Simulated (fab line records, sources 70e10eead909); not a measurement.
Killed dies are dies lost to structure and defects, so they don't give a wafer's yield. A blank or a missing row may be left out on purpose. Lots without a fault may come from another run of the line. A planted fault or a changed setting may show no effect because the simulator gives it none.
A struck lot beside a sound one | flow nand_harc | 23 steps out of a route of 1302
Sound: wafers L416.3, L416.5, L416.6. Struck: wafers L430.1, L430.2, L430.4. The cause comes at the end.
At each step with rows: each side's tool, then ch and its chambers, then its first start. Under that, the readings that differ: sound wafers | struck wafers | difference of the means | sigmas: that difference in standard deviations of wafers without a fault.
alike: readings whose means differ by less than 2 such deviations, and words and numbers that are the same on both sides. not compared: withheld readings, readings that some wafer has no value for, bounds like >300 that may hide the same value, and numbers for which the record gives no deviation and whose values overlap.
The two part at a step that has a row with sigmas, a row that says differs or no value, or rows on one side only. Numbers that don't overlap but have no deviation are shown without sigmas and don't part them. A reading that every wafer of one side lacks parts them only if that side has two wafers or more.

NHARC_P_M0_INSPECT_27:
  sound on defect_inspect-01, day 7 05:53; struck on defect_inspect-01, day 13 00:07
  alike: raw_defect_count
NHARC_P_M0_PRE_CLEAN_31: time 12 s.
  sound on pecvd-02 ch 0,1, day 7 05:58; struck on pecvd-01 ch 0,2, day 13 00:11
  alike: heater_power_w, susceptor_temp_C
NHARC_P_M0_DEP_32: deposits SiCN, target thk 30 nm.
  sound on pecvd-02 ch 0,1, day 7 06:07; struck on pecvd-01 ch 0,2, day 13 00:16
  alike: heater_power_w, susceptor_temp_C
then, 8 steps without rows for these wafers: NHARC_P_M1_DEP_00 (deposits SiOC, target thk 182.5 nm); NHARC_P_M1_DEHYDRATE_01 (time 120 s); NHARC_P_M1_HMDS_02 (time 30 s); NHARC_P_M1_COAT_34 (time 65 s); NHARC_P_M1_COAT_03 (resist thk 90 nm); NHARC_P_M1_SOFTBAKE_04 (time 55 s); NHARC_P_M1_EBR_05; NHARC_P_M1_EXPOSE_06 (exposes mask P M1, target cd 130 nm).
NHARC_P_M1_PEB_07: peb time 65 s.
  sound on litho_track-04 ch 0, day 7 07:04; struck on litho_track-04 ch 0, day 13 01:26
  reading                  | sound              | struck               | difference | sigmas
  heater_power_total_W (W) | 156.9 156.1 157.1  | 169.6 169.2 170.1    | +12.9      | +31
  plate_temp_C (C)         | 99.71 99.82 100.09 | 106.33 106.03 106.11 | +6.28      | +45
then, 1 step without rows for these wafers: NHARC_P_M1_DEVELOP_08 (develop time 35 s).
NHARC_P_M1_CD_MEAS_09: target cd 130 nm.
  sound on cd_sem-02 ch 0, day 7 07:08; struck on cd_sem-02 ch 0, day 13 01:31
  reading    | sound             | struck            | difference | sigmas
  cd_nm (nm) | 129.6 129.5 130.6 | 148.3 148.7 149.6 | +19.0      | +28
NHARC_P_M1_OVL_MEAS_10: pitch 260 nm.
  sound on overlay-01, day 7 07:14; struck on overlay-01, day 13 01:36
  reading           | sound       | struck         | difference | sigmas
  overlay_x_nm (nm) | 0.3 0.8 0.3 | -1.5 -1.1 -1.7 | -1.9       | -2
  alike: overlay_y_nm
NHARC_P_M1_INSPECT_11:
  sound on defect_inspect-02, day 7 07:16; struck on defect_inspect-02, day 13 01:38
  alike: raw_defect_count
NHARC_P_M1_DESCUM_14: chemistry O2, time 3 s.
  sound on rie_diel-02 ch 0,1, day 7 07:20; struck on rie_diel-09 ch 0,1,2, day 13 01:42
  reading               | sound             | struck            | difference | sigmas
  model.P_M1.cd_nm (nm) | 130.4 130.8 130.8 | 147.9 147.1 149.5 | +17.5      |
  alike: drypump_motor_current_A, oes_product_au, rf_vpp_V, showerhead_plenum_p_Torr, throttle_valve_pct
  not compared: rf_hours_counter_h
NHARC_P_M1_ETCH_35: etches the open film in N2/H2, target depth 40 nm, overetch 12 nm, time 43.94 s.
  sound on rie_diel-02 ch 1,2, day 7 07:25; struck on rie_diel-09 ch 0,2,3, day 13 01:47
  alike: drypump_motor_current_A, oes_product_au, rf_vpp_V, showerhead_plenum_p_Torr, throttle_valve_pct
  not compared: rf_hours_counter_h
NHARC_P_M1_ETCH_15: etches the open film in C4F8/Ar, target depth 182.5 nm, time 91.2 s.
  sound on rie_diel-02 ch 0,1; struck on rie_diel-09 ch 0,1,3
  reading               | sound             | struck            | difference | sigmas
  oes_product_au (a.u.) | 0.925 0.929 0.925 | 0.963 0.980 0.970 | +0.045     | +2
  alike: rf_vpp_V
  not compared: rf_hours_counter_h
NHARC_P_M1_CD_MEAS_16:
  sound on cd_sem-03, day 7 07:38; struck on cd_sem-01, day 13 02:00
  reading    | sound             | struck            | difference | sigmas
  cd_nm (nm) | 130.7 130.9 131.3 | 148.4 147.2 149.0 | +17.2      | +16
NHARC_P_M1_STRIP_18: strips in N2/H2.
  sound on rie_diel-11 ch 0,2,3, day 7 07:46; struck on rie_diel-02 ch 0,1,3, day 13 02:06
  alike: drypump_motor_current_A, oes_product_au, rf_vpp_V, showerhead_plenum_p_Torr, throttle_valve_pct
  not compared: rf_hours_counter_h
NHARC_P_M1_ETCH_28: etches the open film in CF4/N2, target depth 30 nm, time 72.99 s.
  sound on rie_diel-11 ch 0,2,3; struck on rie_diel-02 ch 0,1,3
  reading                     | sound             | struck            | difference | sigmas
  drypump_motor_current_A (A) | 5.5 5.9 6.5       | 5.6 5.2 5.3       | -0.6       | -2
  model.P_M1.cd_nm (nm)       | 130.4 130.9 129.4 | 149.2 147.7 148.6 | +18.3      |
  alike: oes_product_au, rf_vpp_V, showerhead_plenum_p_Torr, throttle_valve_pct
  not compared: rf_hours_counter_h
then, 1 step without rows for these wafers: NHARC_P_M1_STRIP_19 (strips in post etch residue remover, time 600 s).

WHERE THEY PART
First at NHARC_P_M1_PEB_07; last, within this record, at NHARC_P_M1_ETCH_28.

WHY: what the simulator had put in
Process parameter drift: litho_track-04, from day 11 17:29 on, at NHARC_P_M1_PEB_07. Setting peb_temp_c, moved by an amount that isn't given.
